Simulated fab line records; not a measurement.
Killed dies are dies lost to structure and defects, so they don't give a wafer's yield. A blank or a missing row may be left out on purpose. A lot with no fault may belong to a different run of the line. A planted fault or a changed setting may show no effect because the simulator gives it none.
Comparing a struck lot with a sound one	flow nand harc	15 out of 1159 route steps
Sound: these wafers, L983.1, L983.3, L983.6. Struck: wafer L992.4. (L992.3, L992.6 of the same lot were not struck and are left out.) The cause comes at the end.
At each step with rows: each side's tool, then ch and its chambers, then its first start. Under that, the readings that differ: sound wafers	struck wafers	difference of the means	sigmas: that difference in standard deviations of wafers without a fault.
alike: readings whose means differ by less than 2 such deviations, and words and numbers that are the same on both sides. not compared: withheld readings, readings that some wafer has no value for, bounds like >300 that may hide the same value, and numbers for which the record gives no deviation and whose values overlap.
Wherever a step has rows on one side only, a row that says differs or no value, or a row with sigmas, the two part there. Numbers that don't overlap but have no deviation are shown without sigmas and don't part them. A reading that every wafer of one side lacks parts them only if that side has two wafers or more.

first, 7 steps without rows for these wafers: NHARC_A_BLC_COAT_03 (time 65 s); NHARC_A_BLC_COAT_04 (resist thk 90 nm); NHARC_A_BLC_SOFTBAKE_05 (time 55 s); NHARC_A_BLC_EBR_06; NHARC_A_BLC_EXPOSE_07 (exposes mask A BLC, target cd 100 nm); NHARC_A_BLC_PEB_08 (peb time 65 s); NHARC_A_BLC_DEVELOP_09 (develop time 35 s).
NHARC_A_BLC_CD_MEAS_10: the cd target is 100 nm.
  sound on cd sem-01 ch 0, day 18 00:21; struck on cd sem-02 ch 0, day 20 02:41
  alike: cd nm
NHARC_A_BLC_OVL_MEAS_11:
  sound: overlay-02 at day 18 00:26; struck: overlay-01 at day 20 02:46
  alike: overlay x nm, overlay y nm
NHARC_A_BLC_INSPECT_12:
  sound: defect inspect-02 at day 18 00:29; struck: defect inspect-02 at day 20 02:49
  alike: raw defect count
NHARC_A_BLC_DESCUM_15: chemistry O2, time 3 s.
  sound on rie diel-02 ch 0,1,3, day 18 00:32; struck on rie diel-02 ch 3, day 20 02:52
  alike: drypump motor current A, mfc ar sccm, oes product au, rf vpp V, showerhead plenum p Torr, throttle valve pct
  not compared: rf hours counter h
NHARC_A_BLC_ETCH_16: etches the open film in CF4, target depth 39 nm, time 65 s.
  sound on rie diel-02 ch 0,2,3, day 18 00:38; struck on rie diel-02 ch 2, day 20 03:25
  alike: drypump motor current A, mfc ar sccm, oes product au, rf vpp V, run length s, showerhead plenum p Torr, throttle valve pct
  not compared: rf hours counter h
NHARC_A_BLC_ETCH_17: etches the open film in N2/H2, target depth 390 nm, time 609.38 s.
  sound on rie diel-02 ch 1,3, day 18 00:43; struck on rie diel-02 ch 0, day 20 03:34
reading	sound	struck	difference	sigmas
rf vpp V (V)	433.6 432.9 431.2	427.5	-5.1	-3
run length s (s)	630.6 631.3 631.0	654.3	+23.3	+51
showerhead plenum p Torr (Torr)	2.18 2.09 2.09	1.94	-0.18	-3
  alike: drypump motor current A, mfc ar sccm, oes product au, throttle valve pct
  not compared: rf hours counter h
NHARC_A_BLC_ETCH_18: etches the open film in C4F8/O2/Ar, target depth 910 nm.
  sound: rie diel-02 ch 1,2; struck: rie diel-02 ch 3
reading	sound	struck	difference	sigmas
oes product au (a.u.)	0.991 0.975 0.980	0.917	-0.065	-3
  alike: rf vpp V
  not compared: rf hours counter h
-- the record jumps here: 2 days lie between the struck wafers' starts before and after (it left off in module A_BLC and takes up again in module END, whose first step shown is number 1159 of the route) --
NHARC_END_SORT_01:
  sound on prober-01 ch 0, day 19 22:56; struck on prober-02 ch 0, day 22 04:18
  alike: killed at array, killed at other, killed at periphery, killed dies, killed open, killed short

WHERE THEY PART
Last at NHARC_A_BLC_ETCH_18 as far as this record goes, first at NHARC_A_BLC_ETCH_17. Later steps at which nothing parts them and some readings are alike: NHARC_END_SORT_01.

WHY: what had been put in by the simulator
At NHARC_A_BLC_ETCH_17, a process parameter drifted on rie diel-02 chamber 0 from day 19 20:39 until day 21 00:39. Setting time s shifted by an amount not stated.
